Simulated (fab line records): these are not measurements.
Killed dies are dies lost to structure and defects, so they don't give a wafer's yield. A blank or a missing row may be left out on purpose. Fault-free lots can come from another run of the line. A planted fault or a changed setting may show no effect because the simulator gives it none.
fab line records ; flow n5-finfet
record lots=7; wafers=39
route steps=1938 shown HKMG_FIN@448
start-h: the number of hours between the record's first day and the start of the first shown wafer of the lot ; wait-h: hours since the lot's step before ; " the same as in the row above ; L1.1+2: one row covering several wafers at once ; - either no value or no given start ; * or withheld: withheld ; < > ~ a bound
route shown NAME@n: NAME is a module with steps in the file, n the number in the route of the first one ; usual: the fault-free wafers' mean and standard deviation ; same: alike in all rows ; chamber/n: place in a boat ; sites: readings site by site ; _std_site: the values' standard deviation ; _edge_site: the outer-site mean with the inner-site mean subtracted ; radius-mm: for every site, how far away it sits from the centre of the wafer ; mask NAME#n: copy n ; behind: the most recent tool/chamber to have shaped the wafer ; hold: the reason the lot was held/the length of the hold in hours/how it ended ; device: the transistor (n, p or np) that didn't switch ; end of line: the route-end tests of the same wafers ; step lacking rows: just its recipe ; killed: count of dies lost to structure and defects at first sort (not the wafer's yield) ; map: the dies of a wafer, with x for killed, . for not killed, _ for no die there
set.NAME: the setting the step ran with; set.NAME@STEP: the setting that earlier step ran with ; model.NAME: the simulator's own value behind a step, which no gauge read
lots where settings were altered on purpose, with a table for each step and a row for each wafer
## steps
# step N5_HKMG_FIN_NWFM_ALD_20
# recipe material=TiAlC; target-thk-a=20; temp-c=300; ald-precursor-family=TiCl4; ald-co-reactant=TEA; pulse-time-s=3; purge-time-s=2; co-reactant-purge-time-s=2; co-reactant-pulse-time-s=10; ald-cycles=7; pressure-torr=3
lot.wafer;tool;chamber;start-h;wait-h;set.ald-cycles;model.TiAlC_of_HKMG_FIN_NWFM_ALD_20.thk-nm
L074.1+2+3+4+5+6;ald-metal-02;2,3,1,0,3,0;76.58;0.3;7;2
L076.1;ald-metal-03;2;92.76;0.3;8;2.4
L076.2+3+5;ald-metal-03;3,1,0;92.76;0.3;7;2
L076.4+6;ald-metal-03;0,3;92.76;0.3;8;2.2
L077.1+2+5;ald-metal-03;2,3,3;94.62;0.3;7;2
L077.3+4+6;ald-metal-03;0,1,2;94.62;0.3;6;1.8
L085.1+3+4;ald-metal-03;2,0,1;148.25;0.3;7;2
L090.1;ald-metal-03;0;173.69;0.3;6;1.6
L090.2+4+5;ald-metal-03;3,1,1;173.69;0.3;7;2
L090.3+6;ald-metal-03;2,0;173.69;0.3;6;1.8
L091.1+2+3+4+5+6;ald-metal-01;0,1,2,3,3,2;184.24;0.3;7;2
L096.1+2+3+4+5+6;ald-metal-02;2,0,1,3,2,1;209.76;0.3;7;2
## key
split step=N5_HKMG_FIN_NWFM_ALD_20; setting=ald-cycles; stated=7; by=wafer
response step=N5_HKMG_FIN_NWFM_ALD_20; reading=model.TiAlC_of_HKMG_FIN_NWFM_ALD_20.thk-nm; change=+0.0171; per=1%; r=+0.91
